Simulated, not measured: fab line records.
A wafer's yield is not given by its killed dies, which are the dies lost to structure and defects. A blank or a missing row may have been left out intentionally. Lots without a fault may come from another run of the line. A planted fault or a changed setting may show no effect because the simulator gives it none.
A lot that was struck, set against a sound lot / flow n5-finfet / 34 steps out of a route of 1938
Sound: wafers L634.1, L634.3, L634.6. Struck: wafers L631.3, L631.5, L631.6. The cause is named last.
Order at every step that has rows: each side's tool, ch and its chambers, its first start. Under that, the readings that differ: sound wafers / struck wafers / difference of the means / sigmas: that difference in standard deviations of wafers without a fault.
alike: words and numbers the same on both sides, and readings whose means are apart by under 2 such deviations; not compared: readings that were withheld, readings missing a value for some wafer, numbers with overlapping values and no deviation given by the record, and bounds like >300 which may hide the same value.
Wherever a step has rows on one side only, a row that says differs or no value, or a row with sigmas, the two part there. Numbers that don't overlap but have no deviation are shown without sigmas and don't part them. A reading missing from all wafers of one side parts the sides only when that side holds two or more wafers.

first, 2 steps without rows for these wafers: N5_BEOL_M2_ETCH_41 (etches SiCN in CH3F/O2, target depth 29.9 nm, time 52.5 s); N5_BEOL_M2_STRIP_97 (strips in N2/H2, time 10 s).
N5_BEOL_M2_OCD_MEAS_38:
  sound on ocd-01, day 12 03:48; struck on ocd-02, day 11 07:08
  alike: trench-depth-nm
then, 4 steps without rows for these wafers: N5_BEOL_M2_HM_STRIP_39 (strips TiN in peroxide tin strip, target depth 25 nm, time 158 s); N5_BEOL_M2_SRD_40 (time 30 s); N5_BEOL_M2_PRECLEAN_42 (cleans in residue remover, time 60 s); N5_BEOL_M2_SRD_43 (time 30 s).
N5_BEOL_M2_CD_MEAS_35: target cd 18 nm, target cd y 22.2 nm.
  sound on cd-sem-01, day 12 03:57; struck on cd-sem-03, day 11 07:17
  alike: cd-nm
then, 4 steps without rows for these wafers: N5_BEOL_M2_DEGAS_44 (time 60 s); N5_BEOL_M2_PRE_CLEAN_45 (time 30 s); N5_BEOL_M2_ALD_84 (deposits TaN, pulse time 2 s, purge time 3 s, co reactant purge time 2 s); N5_BEOL_M2_SURFACE_TREAT_85.
N5_BEOL_M2_CVD_47: deposits Co from CCTBA/H2, target thk 3 nm, time 223.8 s.
  sound on cvd-co-01 ch 0,1, day 12 04:51; struck on cvd-co-01 ch 0,1,2, day 11 08:38
  no value came back on the struck wafers for chamber-pressure-Torr (Torr), run-length-s (s); on the sound wafers chamber-pressure-Torr (Torr) reads 29.98 29.93 30.04
then, 2 steps without rows for these wafers: N5_BEOL_M2_SPUTTER_48 (material Cu, target thk 4.5 nm, time 8.29 s); N5_BEOL_M2_ANNEAL_49 (time 240 s).
N5_BEOL_M2_SPUTTER_79: material Cu, target thk 4.5 nm, time 8.29 s.
  sound on pvd-sputter-01, day 12 05:27; struck on pvd-sputter-01, day 11 09:01
  alike: throttle-valve-pct
then, 1 step without rows for these wafers: N5_BEOL_M2_ANNEAL_80 (time 240 s).
N5_BEOL_M2_SPUTTER_81: material Cu, target thk 4.5 nm, time 8.29 s.
  sound on pvd-sputter-01, day 12 05:40; struck on pvd-sputter-01, day 11 09:14
  alike: throttle-valve-pct
N5_BEOL_M2_ANNEAL_82: time 240 s.
  sound on pvd-sputter-01, day 12 05:45; struck on pvd-sputter-01, day 11 09:19
  alike: heater-power-w
then, 2 steps without rows for these wafers: N5_BEOL_M2_SPUTTER_86 (material Cu, target thk 4.5 nm, time 8.29 s); N5_BEOL_M2_ANNEAL_87 (time 240 s).
N5_BEOL_M2_SPUTTER_88: material Cu, target thk 4.5 nm, time 8.29 s.
  sound on pvd-sputter-01, day 12 06:07; struck on pvd-sputter-01, day 11 09:40
  alike: throttle-valve-pct
then, 2 steps without rows for these wafers: N5_BEOL_M2_ANNEAL_89 (time 240 s); N5_BEOL_M2_SPUTTER_90 (material Cu, target thk 4.5 nm, time 8.29 s).
N5_BEOL_M2_ANNEAL_91: time 240 s.
  sound on pvd-sputter-01, day 12 06:25; struck on pvd-sputter-01, day 11 09:58
  alike: heater-power-w
then, 7 steps without rows for these wafers: N5_BEOL_M2_SPUTTER_92 (material Cu, target thk 4.5 nm, time 8.29 s); N5_BEOL_M2_ANNEAL_93 (time 240 s); N5_BEOL_M2_SPUTTER_94 (material Cu, target thk 4.5 nm, time 8.29 s); N5_BEOL_M2_ANNEAL_95 (time 240 s); N5_BEOL_M2_SPUTTER_96 (material Cu, target thk 4.5 nm, time 8.29 s); N5_BEOL_M2_ECD_50 (material Cu, target thk 300 nm); N5_BEOL_M2_ANNEAL_51 (time 90 s).
N5_BEOL_M2_CMP_52: polishes, stops on SiOC, t overpolish 6.8 s, target thk 40 nm.
  sound on cmp-03 ch 2,3, day 12 07:29; struck on cmp-03 ch 1,2,3, day 11 11:10
reading=barrier-field-endpoint-s (s); sound=24.5 24.1 24.5; struck=21.4 21.6 21.1; difference=-3.0; sigmas=-4
reading=model.Cu_of_BEOL_M2_ECD_50.thk-nm (nm); sound=38.6 40.2 36.6; struck=41.8 41.6 43.2; difference=+3.7; sigmas=
  alike: motor-current-A
-- here the record skips 5 days between the struck wafers' starts before and after, leaving off in module BEOL_M2 and picking up in module PASSIVATION (first step shown: number 1936 of the route) --
N5_PASSIVATION_PROBE_49:
  record: rows for the struck wafers here (prober-02, day 16 22:05), none for the sound ones

WHERE THEY PART
First at N5_BEOL_M2_CVD_47; last, within this record, at N5_PASSIVATION_PROBE_49.

WHY: whatever the simulator had introduced
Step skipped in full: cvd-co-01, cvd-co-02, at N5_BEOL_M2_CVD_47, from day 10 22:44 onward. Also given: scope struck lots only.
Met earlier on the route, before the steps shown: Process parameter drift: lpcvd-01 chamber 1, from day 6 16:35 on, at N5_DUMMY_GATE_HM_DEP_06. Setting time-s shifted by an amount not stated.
